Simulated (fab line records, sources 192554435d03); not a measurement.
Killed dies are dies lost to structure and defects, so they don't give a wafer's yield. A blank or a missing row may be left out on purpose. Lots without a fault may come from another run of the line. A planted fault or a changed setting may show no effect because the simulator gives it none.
Chamber matching | flow n5_finfet | N5_BEOL_M0_PRE_CLEAN_131 on cvd_co-01: 3 sister chambers
The step time 15 s. 3 wafers are shown with their chamber, then 10 later ones without.

WAFERS WITH THEIR CHAMBER
wafer  | chamber | heater_power_w (W)
L084.6 | 1       | 60
L087.3 | 2       | 143
L090.5 | 0       | 93

WAFERS WITHOUT THEIR CHAMBER
wafer  | heater_power_w (W)
L090.6 | 144
L095.4 | 94
L095.5 | 89
L095.6 | 143
L096.1 | 92
L096.3 | 144
L096.5 | 146
L097.2 | 93
L097.4 | 62
L097.5 | 143

WHICH CHAMBER EACH WENT THROUGH
wafer  | from the rows above | in truth
L090.6 | 2                   | 2
L095.4 | 0                   | 0
L095.5 | 0                   | 0
L095.6 | 2                   | 2
L096.1 | 0                   | 0
L096.3 | 2                   | 2
L096.5 | 2                   | 2
L097.2 | 0                   | 0
L097.4 | 1                   | 1
L097.5 | 2                   | 2
Placed correctly: 10 of 10. Can't be placed from these rows: 0. Placed wrongly: 0.
How it was worked out, from the rows above alone: a wafer's distance from a chamber is the root of the sum, over the readings, of the square of ((its reading less the chamber's mean) divided by the reading's scatter). The wafer belongs to the nearest chamber; if the next one is less than 2 further off, it can't be placed. A chamber's mean is the mean of its shown wafers. The scatter: with one shown wafer a chamber, the root of the mean of the squares of how far each hidden wafer lies from its nearest shown one.
